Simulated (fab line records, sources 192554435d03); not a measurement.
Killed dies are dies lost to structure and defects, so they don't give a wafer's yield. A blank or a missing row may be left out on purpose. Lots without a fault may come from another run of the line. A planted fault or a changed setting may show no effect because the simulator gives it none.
Chamber matching | flow n5_finfet | N5_BEOL_M13_ETCH_68 on rie_diel-01: 4 sister chambers
The step etches SOC in N2/H2, time 355 s. 18 wafers are shown with their chamber, then 9 later ones without.

WAFERS WITH THEIR CHAMBER
wafer  | chamber | throttle_valve_pct (%) | drypump_motor_current_A (A) | showerhead_plenum_p_Torr (Torr)
L075.1 | 0       | 17.84                  | 5.6                         | 2.55
L075.4 | 3       | 17.47                  | 5.2                         | 2.61
L075.5 | 2       | 17.38                  | 5.7                         | 2.46
L076.2 | 0       | 17.83                  | 5.6                         | 2.55
L076.3 | 1       | 17.69                  | 5.7                         | 2.57
L076.6 | 3       | 17.45                  | 5.2                         | 2.60
L077.3 | 2       | 17.38                  | 5.7                         | 2.46
L077.4 | 1       | 17.69                  | 5.7                         | 2.56
L077.6 | 0       | 17.85                  | 5.6                         | 2.55
L079.1 | 2       | 17.38                  | 5.7                         | 2.46
L079.2 | 3       | 17.47                  | 5.1                         | 2.60
L079.3 | 0       | 17.86                  | 5.6                         | 2.54
L079.4 | 0       | 17.85                  | 5.6                         | 2.54
L079.5 | 3       | 17.47                  | 5.1                         | 2.60
L079.6 | 2       | 17.39                  | 5.7                         | 2.46
L083.1 | 3       | 17.51                  | 5.1                         | 2.59
L083.2 | 2       | 17.39                  | 5.7                         | 2.45
L083.4 | 0       | 17.86                  | 5.6                         | 2.54

SIGNATURES (means of the wafers above)
reading                  | chamber 0 | chamber 1 | chamber 2 | chamber 3 | scatter within a chamber
throttle_valve_pct       | 17.8483   | 17.6900   | 17.3840   | 17.4740   | 0.0139
drypump_motor_current_A  | 5.600     | 5.700     | 5.700     | 5.140     | 0.0293
showerhead_plenum_p_Torr | 2.5450    | 2.5650    | 2.4580    | 2.6000    | 0.00586
Rule: a wafer's distance from a chamber is the root of the sum, over the readings, of the square of ((its reading less the chamber's mean) divided by the reading's scatter). The wafer belongs to the nearest chamber; if the next one is less than 2 further off, it can't be placed. The scatter: the root of (the sum of the squares of (reading less its chamber's mean) over the shown wafers, divided by (wafers less chambers)).

WAFERS WITHOUT THEIR CHAMBER
wafer  | throttle_valve_pct (%) | drypump_motor_current_A (A) | showerhead_plenum_p_Torr (Torr)
L086.2 | 17.86                  | 5.6                         | 2.54
L086.3 | 17.44                  | 5.7                         | 2.45
L086.5 | 17.87                  | 5.6                         | 2.54
L087.2 | 17.88                  | 5.6                         | 2.54
L087.3 | 17.50                  | 5.1                         | 2.59
L087.6 | 17.44                  | 5.7                         | 2.45
L089.3 | 17.41                  | 5.7                         | 2.45
L089.5 | 17.51                  | 5.2                         | 2.59
L089.6 | 17.43                  | 5.7                         | 2.45

WHICH CHAMBER EACH WENT THROUGH
wafer  | from the rows above | in truth
L086.2 | 0                   | 0
L086.3 | 2                   | 2
L086.5 | 0                   | 0
L087.2 | 0                   | 0
L087.3 | 3                   | 3
L087.6 | 2                   | 2
L089.3 | 2                   | 2
L089.5 | 3                   | 3
L089.6 | 2                   | 2
Placed correctly: 9 of 9. Can't be placed from these rows: 0. Placed wrongly: 0.
